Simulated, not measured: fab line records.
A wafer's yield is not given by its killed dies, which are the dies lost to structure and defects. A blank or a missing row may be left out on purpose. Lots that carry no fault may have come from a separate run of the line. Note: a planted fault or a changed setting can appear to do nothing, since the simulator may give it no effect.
Matching of chambers -- flow n5Finfet -- N5_GATE_CUT_ETCH_28 on rieDiel-02: 4 sister chambers
The step etches underlayer in N2/H2, target depth 13 nm, time 10.4 s. 8 wafers are shown with their chamber, then 7 later ones without.

== WAFERS PAIRED WITH THEIR CHAMBERS ==
wafer,chamber,drypumpMotorCurrentA (A),showerheadPlenumPTorr (Torr)
L081.4,2,5.6,2.64
L085.4,0,5.0,2.62
L085.6,3,6.0,2.40
L088.1,3,6.0,2.40
L088.3,1,6.4,2.44
L088.6,0,5.0,2.61
L089.2,1,6.4,2.44
L089.3,2,5.5,2.64

== WAFERS WHOSE CHAMBER IS MISSING ==
wafer,drypumpMotorCurrentA (A),showerheadPlenumPTorr (Torr)
L089.5,6.4,2.44
L096.1,6.4,2.43
L096.2,6.0,2.40
L096.4,5.6,2.63
L097.1,5.0,2.61
L097.2,6.0,2.40
L097.4,5.6,2.63

== CHAMBER TAKEN BY EACH ==
wafer,from the rows above,in truth
L089.5,1,1
L096.1,1,1
L096.2,3,3
L096.4,2,2
L097.1,0,0
L097.2,3,3
L097.4,2,2
7 of 7 placed correctly. Not placeable from these rows: 0. Placed wrongly: 0.
How it was worked out, from the rows above alone: a wafer's distance from a chamber is the root of the sum, over the readings, of the square of ((its reading less the chamber's mean) divided by the reading's scatter). The wafer belongs to the nearest chamber; if the next one is less than 2 further off, it can't be placed. A chamber's mean is the mean of its shown wafers. The scatter: the root of (the sum of the squares of (reading less its chamber's mean) over the shown wafers, divided by (wafers less chambers)).
